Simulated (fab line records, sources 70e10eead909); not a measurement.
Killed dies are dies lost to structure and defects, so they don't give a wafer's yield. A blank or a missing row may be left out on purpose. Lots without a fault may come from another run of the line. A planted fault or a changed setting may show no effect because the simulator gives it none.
fab line records | flow nand_harc
record lots=13 wafers=39 last_day=24
route steps=1159 shown A_SGD_CUT@759 A_SLIT@791 A_WL_FILL@810
lots that met no fault: from a run of the same line without faults
start_h: hours from the record's first day to the start of the lot's first wafer shown | wait_h: hours since the lot's step before | " the same as in the row above | L1.1+2: a row that stands for several wafers | - no value, or no start given | * or withheld: withheld | < > ~ a bound
route shown NAME@n: a module of which the file shows steps, and the number in the route of the first | usual: mean/standard deviation of fault-free wafers | same: alike in all rows | chamber/n: place in a boat | sites: the reading at each site | _std_site: their standard deviation | _edge_site: outer sites' mean less inner sites' | radius_mm: how far each site lies from the wafer's centre | mask NAME#n: copy n | behind: the tool/chamber that last shaped the wafer | hold: why the lot was held/for how many hours/how that ended | device: the transistor (n, p or np) that didn't switch | end of line: the same wafers' tests at the end of the route | a step without rows: its recipe alone | killed: dies lost to structure and defects at the first sort, not the wafer's yield | map: a wafer's dies, x killed, . not, _ none there
set.NAME: the setting as run; set.NAME@STEP: as run at that earlier step | model.NAME: the simulator's own value behind a step, which no gauge read
steps of the route over a sample of lots; a table a step, a row a wafer
services: from which hour (start_h, from the record's first day; less than 0 if before it) a tool's chamber was out of use, for how many hours, and why
## steps
# step NHARC_A_SGD_CUT_OVL_MEAS_10
# usual overlay_x_nm=0.0/1.1 overlay_y_nm=0.1/0.82
# columns lot.wafer tool chamber start_h wait_h overlay_x_nm overlay_y_nm
L551.1 overlay-02 - 310.71 - -1.3 1.5
L551.3 " - " " -1.4 2.1
L551.6 " - " " -1.5 1.5
L554.2 overlay-01 - 327.02 - -0.1 -1.0
L554.4 " - " " -0.3 -1.1
L554.6 " - " " 0.1 -0.6
L552.3 overlay-02 - 327.32 - -0.8 1.8
L552.5 " - " " -0.7 2.3
L552.6 " - " " -0.3 2.0
L557.1 overlay-02 - 330.12 - -0.2 -1.3
L557.2 " - " " -0.2 -0.7
L557.6 " - " " -0.3 -1.5
L562.2 overlay-02 - 370.03 - -2.0 -0.3
L562.4 " - " " -1.2 -1.3
L562.6 " - " " -1.5 -1.0
L565.1 overlay-02 - 400.57 - -1.1 -0.7
L565.4 " - " " -0.9 -0.6
L565.6 " - " " -0.5 -0.3
L566.3 overlay-02 - 402.47 - -1.0 0.8
L566.4 " - " " -1.6 0.9
L566.6 " - " " -1.3 0.5
L569.1 overlay-01 - 407.44 - -0.9 -0.2
L569.4 " - " " -0.1 0.3
L569.5 " - " " -0.3 -0.2
L568.3 overlay-02 - 412.94 - -0.5 -0.2
L568.4 " - " " -0.9 0.8
L568.5 " - " " -0.9 0.5
L570.1 overlay-02 - 418.48 - 1.9 -0.5
L570.2 " - " " 1.0 -0.2
L570.5 " - " " 0.5 -0.6
L571.1 overlay-01 - 419.66 - 1.9 -0.4
L571.2 " - " " 2.0 -0.1
L571.3 " - " " 2.2 -0.4
L573.1 overlay-01 - 437.53 - 1.1 0.9
L573.3 " - " " 1.9 0.9
L573.5 " - " " 1.2 1.7
L574.1 overlay-01 - 452.76 - 0.7 0.9
L574.5 " - " " -0.1 0.2
L574.6 " - " " 0.2 0.6
# step NHARC_A_SLIT_OVL_MEAS_10
# usual overlay_x_nm=-0.1/0.65 overlay_y_nm=0.0/0.95
# columns lot.wafer tool chamber start_h wait_h overlay_x_nm overlay_y_nm
L551.1 overlay-01 - 321.32 - -0.2 0.3
L551.3 " - " " 0.4 -0.2
L551.6 " - " " 1.0 0.1
L552.3 overlay-02 - 336.03 - -0.4 -2.0
L552.5 " - " " -0.4 -2.5
L552.6 " - " " -0.4 -1.6
L554.2 overlay-01 - 336.18 - -0.9 -0.1
L554.4 " - " " -1.0 0.4
L554.6 " - " " -1.0 -0.2
L557.1 overlay-02 - 342.05 - -0.6 0.6
L557.2 " - " " 0.1 0.5
L557.6 " - " " -0.5 0.3
L562.2 overlay-02 - 380.38 - -0.7 0.5
L562.4 " - " " -0.7 0.8
L562.6 " - " " -0.9 1.4
L566.3 overlay-01 - 410.04 - 0.7 0.2
L566.4 " - " " 1.0 0.0
L566.6 " - " " 0.8 0.1
L565.1 overlay-01 - 411.74 - -1.2 0.5
L565.4 " - " " -0.6 -0.1
L565.6 " - " " -1.0 0.1
L569.1 overlay-02 - 419.88 - 0.4 -0.5
L569.4 " - " " 0.3 -0.5
L569.5 " - " " 0.5 -0.1
L568.3 overlay-02 - 423.24 - -1.3 1.2
L568.4 " - " " -1.1 1.5
L568.5 " - " " -1.5 1.0
L571.1 overlay-02 - 429.13 - -0.4 0.8
L571.2 " - " " -0.4 0.4
L571.3 " - " " 0.3 -0.4
L570.1 overlay-01 - 429.41 - 0.2 -0.4
L570.2 " - " " 0.2 -0.4
L570.5 " - " " 0.4 -0.8
L573.1 overlay-01 - 449.08 - -0.1 -1.4
L573.3 " - " " 0.2 -2.0
L573.5 " - " " -0.1 -1.2
L574.1 overlay-02 - 461.09 - 0.0 0.5
L574.5 " - " " -0.2 0.7
L574.6 " - " " 0.2 0.4
# step NHARC_A_WL_FILL_RTA_01
# recipe temp_c=1000 time_s=5
# usual lamp_power_pct=29.5/0.52 lamp_zone_1_pct=29.5/0.52 lamp_zone_4_pct=29.5/0.51 lamp_zone_5_pct=29.5/0.52 wafer_temp_C_max=1005.9/1.4
# columns lot.wafer tool chamber start_h wait_h lamp_power_pct lamp_zone_1_pct lamp_zone_4_pct lamp_zone_5_pct wafer_temp_C_max
L551.1 rtp_anneal-02 0 337.37 - 30.1 30.1 30.0 30.0 1004.4
L551.3 " 0 " " 30.0 30.1 30.0 30.1 1003.6
L551.6 " 0 " " 30.0 30.1 30.1 30.1 1007.6
L552.3 rtp_anneal-01 0 348.45 0.4 29.1 29.1 29.1 29.1 1005.2
L552.5 " 0 " " 29.0 29.0 29.0 29.1 1006.0
L552.6 " 0 " " 29.0 29.1 29.0 29.1 1005.7
L554.2 rtp_anneal-01 0 348.75 0.4 29.0 29.0 29.0 29.0 1006.6
L554.4 " 0 " " 29.0 29.0 29.1 29.0 1007.5
L554.6 " 0 " " 29.0 29.0 29.0 29.0 1007.8
L557.1 rtp_anneal-01 0 353.59 - 29.0 29.0 29.0 29.0 1007.3
L557.2 " 0 " " 29.0 29.0 29.0 29.0 1006.5
L557.6 " 0 " " 28.9 29.0 29.0 29.0 1007.1
L562.2 rtp_anneal-01 0 391.05 - 29.1 29.0 29.1 29.0 1006.5
L562.4 " 0 " " 29.0 29.0 29.1 29.1 1006.5
L562.6 " 0 " " 29.1 29.0 29.1 29.0 1006.8
L566.3 rtp_anneal-01 0 421.57 - 29.1 29.0 29.1 29.0 1007.7
L566.4 " 0 " " 29.0 29.0 29.0 29.1 1007.2
L566.6 " 0 " " 29.0 29.0 29.0 29.0 1005.1
L565.1 rtp_anneal-02 0 421.57 - 30.1 30.1 30.1 30.1 1004.8
L565.4 " 0 " " 30.1 30.0 30.1 30.0 1004.0
L565.6 " 0 " " 30.0 30.1 30.0 30.1 1004.4
L569.1 rtp_anneal-02 0 429.43 - 30.1 30.1 30.1 30.0 1005.1
L569.4 " 0 " " 30.1 30.0 30.1 30.1 1005.7
L569.5 " 0 " " 30.0 30.1 30.1 30.1 1004.8
L568.3 rtp_anneal-02 0 437.89 - 30.1 30.0 30.0 30.1 1005.3
L568.4 " 0 " " 30.1 30.1 30.0 30.1 1005.0
L568.5 " 0 " " 30.1 30.1 30.1 30.1 1004.1
L571.1 rtp_anneal-01 0 440.59 - 29.0 29.1 29.0 29.0 1008.3
L571.2 " 0 " " 29.0 29.0 29.1 29.1 1005.4
L571.3 " 0 " " 29.0 29.0 29.0 29.1 1006.4
L570.1 rtp_anneal-01 0 440.93 - 29.0 29.1 29.1 29.0 1005.5
L570.2 " 0 " " 29.0 29.0 29.0 29.0 1007.4
L570.5 " 0 " " 29.0 29.0 29.1 29.0 1007.5
L573.1 rtp_anneal-02 0 460.85 - 30.1 30.0 30.0 30.1 1004.9
L573.3 " 0 " " 30.0 30.1 30.1 30.1 1005.4
L573.5 " 0 " " 30.0 30.1 30.1 30.1 1004.5
L574.1 rtp_anneal-01 0 475.27 - 29.1 29.0 29.1 29.0 1007.0
L574.5 " 0 " " 29.0 29.0 29.0 29.0 1006.3
L574.6 " 0 " " 29.0 29.0 29.0 29.1 1005.7
# step NHARC_A_WL_FILL_ETCHBACK_05
# recipe target_depth_a=220 time_s=60 temp_c=40 chemistry=Cl2/BCl3
# usual drypump_motor_current_A=6.1/0.34 oes_product_au=0.993/0.0091 run_length_s=81.3/0.37 temp_c=39.99/0.12
# columns lot.wafer tool chamber start_h wait_h drypump_motor_current_A oes_product_au rf_hours_counter_h run_length_s temp_c
L551.1 rie_metal-02 0 341.54 0.2 6.4 0.996 3.6 81.2 39.99
L551.3 " 0 " " 6.4 0.998 - 81.3 40.00
L551.6 " 0 " " 6.4 1.005 - 81.9 40.04
L552.3 rie_metal-02 1 353.33 0.1 6.7 0.977 - 80.5 39.95
L552.6 " 1 " " 6.7 0.987 - 80.6 39.99
L552.5 " 0 " " 6.4 1.010 - 81.2 39.98
L554.2 rie_metal-02 1 356.00 0.2 6.7 0.973 4.2 80.5 40.14
L554.4 " 0 " " 6.4 0.999 - 55.3 40.05
L554.6 " 0 " " 6.4 1.001 - 55.1 39.86
L557.1 rie_metal-02 1 359.43 0.2 6.7 0.969 4.4 80.6 40.01
L557.2 " 0 " " 6.4 1.010 4.4 55.3 39.97
L557.6 " 0 " " 6.4 1.003 - 55.1 40.06
L562.2 rie_metal-02 0 398.46 0.2 6.4 0.992 0.1 55.3 39.91
L562.4 " 1 " " 6.7 0.992 - 81.0 39.90
L562.6 " 1 " " 6.7 0.995 - 80.6 39.92
L566.3 rie_metal-03 0 428.87 0.2 5.8 0.984 - 81.7 39.96
L566.4 " 1 " " 5.9 0.989 - 81.8 39.81
L566.6 " 1 " " 5.9 0.985 - 82.1 39.85
L565.1 rie_metal-03 1 431.96 0.2 5.8 0.997 4.0 82.0 39.93
L565.4 " 1 " " 5.9 0.986 - 81.6 39.89
L565.6 " 0 " " 5.8 1.007 - 81.1 39.75
L569.1 rie_metal-03 1 437.60 0.2 5.8 0.987 4.3 81.7 39.90
L569.4 " 0 " " 5.8 0.989 - 81.0 40.06
L569.5 " 1 " " 5.8 0.993 - 81.9 39.81
L571.2 rie_metal-01 0 444.88 0.2 6.0 0.994 3.5 81.7 39.92
L571.1 " 1 " " 6.2 1.002 2.4 81.4 40.03
L571.3 " 1 " " 6.2 0.999 - 81.2 40.06
L568.3 rie_metal-03 0 444.93 0.2 5.8 1.005 - 81.3 40.24
L568.4 " 1 " " 5.9 0.994 - 81.3 40.08
L568.5 " 0 " " 5.8 1.001 - 81.3 40.05
L570.2 rie_metal-01 1 450.46 0.2 6.2 1.001 3.0 81.1 39.87
L570.1 " 0 " " 6.0 0.998 4.1 81.7 40.08
L570.5 " 0 " " 6.0 0.988 - 81.5 40.05
L573.1 rie_metal-03 0 475.49 0.2 5.8 0.994 0.2 81.4 40.15
L573.3 " 1 " " 5.8 0.986 - 81.7 39.78
L573.5 " 1 " " 5.9 0.987 - 81.6 39.93
L574.1 rie_metal-02 1 482.96 0.2 6.7 0.980 2.5 81.1 39.99
L574.5 " 1 " " 6.7 0.986 - 81.0 39.97
L574.6 " 0 " " 6.4 0.990 - 81.4 39.83
## services
# columns tool chamber start_h hours kind
rie_metal-01 - 332.00 9.0 pm
rie_metal-01 0 332.00 9.0 vent_cycle
rie_metal-01 1 332.00 18.5 vent_cycle
rie_metal-01 0 341.00 - clean
rie_metal-02 - 388.00 9.0 pm
rie_metal-02 0 388.00 9.0 vent_cycle
rie_metal-02 1 388.00 9.0 vent_cycle
rie_metal-01 1 396.26 25.4 repair
rie_metal-02 0 397.00 - clean
rie_metal-02 1 397.00 - clean
rie_metal-03 - 453.00 9.0 pm
rie_metal-03 0 453.00 9.0 vent_cycle
rie_metal-03 1 453.00 9.0 vent_cycle
rie_metal-03 0 462.00 - clean
rie_metal-03 1 462.00 - clean
## key
first_sign step=NHARC_A_WL_FILL_ETCHBACK_05 reading=run_length_s direction=down sigmas=72 usual=* struck=*
effect none on later readings
met_at NHARC_A_WL_FILL_ETCHBACK_05
struck_lots L554,L557,L562
struck_wafers L554.4,L554.6,L557.2,L557.6,L562.2
tester_left_out L554,L557,L562
not_acting_at NHARC_A_SGD_CUT_OVL_MEAS_10,NHARC_A_SLIT_OVL_MEAS_10,NHARC_A_WL_FILL_RTA_01
onset_between 353.33 356.00
fault kind=process_parameter_drift tool=rie_metal-02 chamber=0 onset_h=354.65 steps=NHARC_A_WL_FILL_ETCHBACK_05 channel=time_s offset=* shape=step end_h=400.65 acts_in=* stated=*
# tester_left_out: of these lots the tester's yield and bins aren't shown, on N5 and GAA mostly nor the transistor test; their killed dies are dies lost to structure and defects alone, not to doping, threshold or leakage, so they don't give the yield
